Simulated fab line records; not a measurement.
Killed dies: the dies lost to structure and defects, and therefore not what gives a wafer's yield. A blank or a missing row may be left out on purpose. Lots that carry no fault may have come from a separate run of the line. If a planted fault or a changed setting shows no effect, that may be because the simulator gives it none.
Which of the tools did it? | flow n5 finfet | 10 lots with 30 wafers sampled at 2 steps, on a route of 1938 steps

## WHAT EACH GAUGE READ, for each wafer
N5_BEOL_M3_THK_MEAS_53: measures by xrf.
lot  | measured     | on            | M3_THK (nm)
L789 | day 8 03:56  | film metro-01 | 41.2 41.0 41.3
L791 | day 8 10:08  | film metro-01 | 40.1 41.0 41.9
L790 | day 8 10:16  | film metro-02 | 40.1 38.6 40.1
L793 | day 8 17:31  | film metro-02 | 40.2 41.1 42.0
L795 | day 9 00:58  | film metro-02 | 41.6 42.4 41.1
L798 | day 10 00:49 | film metro-01 | 39.6 40.1 41.5
L797 | day 10 02:10 | film metro-02 | 40.3 40.2 41.4
L807 | day 12 18:50 | film metro-01 | 40.0 39.2 41.7
L808 | day 13 02:59 | film metro-02 | 38.2 38.3 39.6
L810 | day 13 09:06 | film metro-02 | 37.1 40.3 39.3

## WHAT TOOL EACH LOT RAN ON (gives the tool, then ch and the chambers of the sampled wafers, and finally the start)
lot  | N5_BEOL_M3_SPUTTER_96
L789 | pvd sputter-03, day 8 03:08
L791 | pvd sputter-03, day 8 09:19
L790 | pvd sputter-01, day 8 09:28
L793 | pvd sputter-01, day 8 16:43
L795 | pvd sputter-01, day 9 00:11
L798 | pvd sputter-02, day 10 00:02
L797 | pvd sputter-03, day 10 01:10
L807 | pvd sputter-01, day 12 17:58
L808 | pvd sputter-03, day 13 02:11
L810 | pvd sputter-03, day 13 08:19
- N5_BEOL_M3_SPUTTER_96: material Cu, target thk 4.5 nm, time 8.29 s.

## THE ANSWER, worked out from the rows above alone
Rule: the lots themselves supply what counts as usual. The widest of any qualifying gaps counts: lots, ordered by their means at a reading, are off when they make up no more than a third of the lots, leave a main group of 4 or more, and stand apart from it by 3 or more times the standard deviation of that group's means. The tables above print the reading to a certain number of digits; a main group whose means all agree to those digits is not used. Also off: a lot with no number at a reading for which 4 or more lots have one. All remaining lots with rows at the step are treated as sound.
Across all readings shown, no lot is off: no conclusion can be drawn from this.

## WHAT THE SIMULATOR HAD INSERTED
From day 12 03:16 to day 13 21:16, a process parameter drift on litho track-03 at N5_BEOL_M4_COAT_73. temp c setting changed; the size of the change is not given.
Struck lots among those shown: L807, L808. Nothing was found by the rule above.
